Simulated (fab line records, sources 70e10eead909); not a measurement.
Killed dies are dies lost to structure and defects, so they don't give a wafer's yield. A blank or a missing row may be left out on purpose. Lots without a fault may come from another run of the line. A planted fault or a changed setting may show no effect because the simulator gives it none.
Which tool did it? | flow nand_harc | 13 lots, 39 wafers sampled, at 6 steps of a route of 1302

WHAT THE GAUGES READ, wafer by wafer
NHARC_A_ONON_D2_INSPECT_32. Usual: raw_defect_count 423, standard deviation 140.
lot  | measured     | on                | raw_defect_count | flag
L272 | day 12 18:39 | defect_inspect-02 | 381 357 290      |
L274 | day 13 23:01 | defect_inspect-01 | 459 420 238      |
L278 | day 15 09:24 | defect_inspect-01 | 480 367 326      |
L279 | day 15 23:32 | defect_inspect-01 | 319 402 272      |
L280 | day 16 16:19 | defect_inspect-02 | 463 276 328      |
L281 | day 17 04:17 | defect_inspect-02 | 541 387 320      |
L284 | day 18 01:34 | defect_inspect-02 | 370 391 312      |
L286 | day 18 16:05 | defect_inspect-01 | 513 493 314      |
L291 | day 20 20:19 | defect_inspect-01 | 247 401 380      |
L292 | day 21 08:08 | defect_inspect-02 | 365 501 252      |
L293 | day 21 17:17 | defect_inspect-01 | 651 584 589      |
L294 | day 22 07:31 | defect_inspect-01 | 331 548 370      |
L295 | day 22 22:41 | defect_inspect-02 | 473 495 218      |

NHARC_A_CHANNEL_HOLE_D2_CD_MEAS_31. Usual: cd_nm 89.7 nm, standard deviation 1.5.
lot  | measured     | on        | cd_nm (nm)                | flag
L272 | day 13 08:11 | cd_sem-02 | 88.4 86.4 91.2            |
L274 | day 14 11:40 | cd_sem-01 | 89.3 89.8 87.3            |
L278 | day 15 19:39 | cd_sem-02 | 90.3 89.1 90.9            |
L279 | day 16 10:44 | cd_sem-02 | 2.4 1.2 2.5 2.3 2.0 2.1   | OFF
L280 | day 17 01:47 | cd_sem-01 | -0.3 1.1 1.1 -0.3 1.2 1.0 | OFF
L281 | day 17 16:47 | cd_sem-01 | 0.8 -0.1 2.1 1.1 -0.5 1.5 | OFF
L284 | day 18 11:47 | cd_sem-01 | 89.9 89.7 91.7            |
L286 | day 19 03:18 | cd_sem-01 | 87.1 90.2 89.9            |
L291 | day 21 05:49 | cd_sem-03 | 91.8 90.5 90.3            |
L292 | day 21 20:11 | cd_sem-01 | 89.9 89.7 88.0            |
L293 | day 22 03:43 | cd_sem-01 | 87.0 89.6 91.3            |
L294 | day 22 19:14 | cd_sem-01 | 89.1 91.0 91.6            |
L295 | day 23 08:50 | cd_sem-02 | 90.7 90.5 90.3            |

NHARC_END_SORT_01. Usual: defect_limited_yield 91 %, standard deviation 3.1; killed_at_array 57, standard deviation 21; killed_at_other 0.9, standard deviation 1.2; killed_at_periphery 4.2, standard deviation 2.9; killed_dies 62, standard deviation 21; killed_open 3.2, standard deviation 1.8; killed_short 2.4, standard deviation 1.5.
lot  | measured     | on        | defect_limited_yield (%) | killed_at_array | killed_at_other | killed_at_periphery | killed_dies | killed_open | killed_short | flag
L272 | day 24 03:29 | prober-02 | 87 90 88                 | 84 62 76        | 1 1 2           | 4 2 3               | 89 65 81    | 6 4 5       | 2 1 3        |
L284 | day 29 11:47 | prober-02 | 92 91 93                 | 47 56 42        | 0 0 0           | 10 4 8              | 57 60 50    | 2 2 5       | 5 2 4        |
L286 | day 30 02:28 | prober-02 | 88 90 88                 | 76 67 81        | 0 1 0           | 2 2 3               | 78 70 84    | 3 1 6       | 2 3 3        |
L292 | day 32 17:53 | prober-01 | 92 90 93                 | 51 62 45        | 1 0 1           | 0 4 2               | 52 66 48    | 4 4 5       | 1 2 3        |

WHICH TOOL RAN EACH LOT (tool, then ch and the chambers of the sampled wafers, then the start)
lot  | NHARC_A_CHANNEL_HOLE_D2_DEP_00 | NHARC_A_CHANNEL_HOLE_D2_ETCH_23  | NHARC_A_CHANNEL_HOLE_D2_ETCH_27
L272 | acl_dep-02 ch 0, day 12 18:43  | har_etch-01 ch 0,1, day 13 04:13 | har_etch-01 ch 0,1, day 13 06:41
L274 | acl_dep-02 ch 0, day 14 02:24  | har_etch-01 ch 1, day 14 07:33   | har_etch-01 ch 1, day 14 10:07
L278 | acl_dep-01 ch 0, day 15 10:55  | har_etch-02 ch 0,1, day 15 15:47 | har_etch-02 ch 0,1, day 15 18:10
L279 | acl_dep-03 ch 0, day 16 00:04  | har_etch-02 ch 0,1, day 16 06:40 | har_etch-02 ch 0,1, day 16 09:12
L280 | acl_dep-03 ch 0, day 16 16:23  | har_etch-01 ch 0,1, day 16 21:40 | har_etch-01 ch 0,1, day 17 00:13
L281 | acl_dep-02 ch 0, day 17 07:04  | har_etch-01 ch 0,1, day 17 12:47 | har_etch-01 ch 0,1, day 17 15:10
L284 | acl_dep-02 ch 0, day 18 02:49  | har_etch-02 ch 0,1, day 18 07:55 | har_etch-02 ch 0,1, day 18 10:17
L286 | acl_dep-02 ch 0, day 18 16:28  | har_etch-01 ch 0,1, day 18 23:13 | har_etch-01 ch 0,1, day 19 01:45
L291 | acl_dep-03 ch 0, day 20 20:23  | har_etch-02 ch 0,1, day 21 01:43 | har_etch-02 ch 0,1, day 21 04:16
L292 | acl_dep-02 ch 0, day 21 10:42  | har_etch-01 ch 0,1, day 21 16:14 | har_etch-01 ch 0,1, day 21 18:41
L293 | acl_dep-01 ch 0, day 21 18:14  | har_etch-02 ch 0,1, day 21 23:38 | har_etch-02 ch 0,1, day 22 02:11
L294 | acl_dep-01 ch 0, day 22 09:27  | har_etch-02 ch 0,1, day 22 15:11 | har_etch-02 ch 0,1, day 22 17:41
L295 | acl_dep-03 ch 0, day 22 23:16  | har_etch-01 ch 0,1, day 23 04:52 | har_etch-01 ch 0,1, day 23 07:19
- NHARC_A_CHANNEL_HOLE_D2_DEP_00: deposits aC, target thk 3100 nm.
- NHARC_A_CHANNEL_HOLE_D2_ETCH_23: etches the open film in C4F8/O2/Ar, time 819 s, target depth 1600 nm.
- NHARC_A_CHANNEL_HOLE_D2_ETCH_27: etches the open film in C4F8/O2/Ar, time 90 s, target depth 400 nm.

WHAT THE TOOLS THEMSELVES READ (means of the sampled wafers that have a number; where no wafer has one, the mark that the record gives instead)
NHARC_A_CHANNEL_HOLE_D2_DEP_00. Usual: throttle_valve_pct 35.000 %, standard deviation 0.0099.
lot  | tool       | throttle_valve_pct (%) | flag
L272 | acl_dep-02 | 34.990                 |
L274 | acl_dep-02 | 34.996                 |
L278 | acl_dep-01 | 34.994                 |
L279 | acl_dep-03 | 35.005                 |
L280 | acl_dep-03 | 35.013                 |
L281 | acl_dep-02 | 34.999                 |
L284 | acl_dep-02 | 35.006                 |
L286 | acl_dep-02 | 35.005                 |
L291 | acl_dep-03 | 35.007                 |
L292 | acl_dep-02 | 34.997                 |
L293 | acl_dep-01 | 34.998                 |
L294 | acl_dep-01 | 34.992                 |
L295 | acl_dep-03 | 35.005                 |

NHARC_A_CHANNEL_HOLE_D2_ETCH_23. Usual: c4f8_flow_sccm 89.31 sccm, standard deviation 0.26; chamber_pressure_mTorr 20.000 mTorr, standard deviation 0.019; drypump_motor_current_A 5.8 A, standard deviation 0.47; showerhead_plenum_p_Torr 3.71 Torr, standard deviation 0.16; throttle_valve_pct 32.154 %, standard deviation 0.01.
lot  | tool        | c4f8_flow_sccm (sccm) | chamber_pressure_mTorr (mTorr) | drypump_motor_current_A (A) | showerhead_plenum_p_Torr (Torr) | throttle_valve_pct (%) | flag
L272 | har_etch-01 | 89.45                 | 19.991                         | 5.5                         | 3.69                            | 32.165                 |
L274 | har_etch-01 | 89.35                 | 20.021                         | 5.7                         | 3.69                            | 32.153                 |
L278 | har_etch-02 | 89.34                 | 19.993                         | 6.0                         | 3.44                            | 32.167                 |
L279 | har_etch-02 | -                     | -                              | -                           | -                               | -                      | OFF
L280 | har_etch-01 | -                     | -                              | -                           | -                               | -                      | OFF
L281 | har_etch-01 | -                     | -                              | -                           | -                               | -                      | OFF
L284 | har_etch-02 | 89.21                 | 19.997                         | 6.0                         | 3.92                            | 32.155                 |
L286 | har_etch-01 | 89.34                 | 19.994                         | 5.5                         | 3.64                            | 32.151                 |
L291 | har_etch-02 | 89.12                 | 20.004                         | 6.0                         | 3.90                            | 32.161                 |
L292 | har_etch-01 | 89.49                 | 20.000                         | 5.5                         | 3.63                            | 32.150                 |
L293 | har_etch-02 | 89.19                 | 20.010                         | 6.3                         | 3.90                            | 32.154                 |
L294 | har_etch-02 | 89.46                 | 20.000                         | 6.0                         | 3.89                            | 32.153                 |
L295 | har_etch-01 | 89.26                 | 20.006                         | 5.5                         | 3.62                            | 32.156                 |

NHARC_A_CHANNEL_HOLE_D2_ETCH_27. Usual: bias_v 399 V, standard deviation 4.3; c4f8_flow_sccm 41.69 sccm, standard deviation 0.13; drypump_motor_current_A 5.8 A, standard deviation 0.48; rf_fwd_power_W 1987 W, standard deviation 6.1; showerhead_plenum_p_Torr 3.75 Torr, standard deviation 0.17; throttle_valve_pct 27.620 %, standard deviation 0.0093.
lot  | tool        | bias_v (V) | c4f8_flow_sccm (sccm) | drypump_motor_current_A (A) | rf_fwd_power_W (W) | showerhead_plenum_p_Torr (Torr) | throttle_valve_pct (%) | flag
L272 | har_etch-01 | 402        | 41.66                 | 5.5                         | 1993               | 3.73                            | 27.614                 |
L274 | har_etch-01 | 400        | 41.43                 | 5.7                         | 1993               | 3.73                            | 27.615                 |
L278 | har_etch-02 | 399        | 41.67                 | 6.0                         | 1989               | 3.48                            | 27.621                 |
L279 | har_etch-02 | 404        | 41.71                 | 6.0                         | 1986               | 3.47                            | 27.622                 |
L280 | har_etch-01 | 402        | 41.76                 | 5.5                         | 1985               | 3.70                            | 27.617                 |
L281 | har_etch-01 | 399        | 41.68                 | 5.5                         | 1990               | 3.69                            | 27.629                 |
L284 | har_etch-02 | 401        | 41.58                 | 6.0                         | 1986               | 3.97                            | 27.625                 |
L286 | har_etch-01 | 399        | 41.60                 | 5.5                         | 1996               | 3.68                            | 27.620                 |
L291 | har_etch-02 | 403        | 41.77                 | 6.0                         | 1983               | 3.95                            | 27.621                 |
L292 | har_etch-01 | 400        | 41.81                 | 5.5                         | 1985               | 3.66                            | 27.620                 |
L293 | har_etch-02 | 402        | 41.80                 | 6.2                         | 1989               | 3.94                            | 27.620                 |
L294 | har_etch-02 | 399        | 41.77                 | 6.0                         | 1985               | 3.94                            | 27.615                 |
L295 | har_etch-01 | 398        | 41.63                 | 5.5                         | 1985               | 3.65                            | 27.626                 |

THE ANSWER, worked out from the rows above alone
Rule: a lot is off if the mean of its wafers that have a number lies more than 3 standard deviations from the usual mean. A lot without any number at a reading at which 4 lots or more have one is off too. The other lots that the step has rows for count as sound. The gauges are gone through in route order, then the tools' own readings, and for those a lot's mean is taken as printed above. The first step at which some lot is off is used, and at that step the reading that is off furthest; a lot without a number counts as furthest.
Off: L279, L280, L281, at NHARC_A_CHANNEL_HOLE_D2_CD_MEAS_31 (cd_nm).
A tool fits if, at a process step before that reading, it ran every lot that is off, and no sound lot after the first of them. The gauges at NHARC_A_CHANNEL_HOLE_D2_CD_MEAS_31 aren't tried: what is off there is off at NHARC_A_CHANNEL_HOLE_D2_ETCH_23 too, on other tools, and a gauge's error can't cause that. None of those tried fits.

WHAT THE SIMULATOR HAD PUT IN
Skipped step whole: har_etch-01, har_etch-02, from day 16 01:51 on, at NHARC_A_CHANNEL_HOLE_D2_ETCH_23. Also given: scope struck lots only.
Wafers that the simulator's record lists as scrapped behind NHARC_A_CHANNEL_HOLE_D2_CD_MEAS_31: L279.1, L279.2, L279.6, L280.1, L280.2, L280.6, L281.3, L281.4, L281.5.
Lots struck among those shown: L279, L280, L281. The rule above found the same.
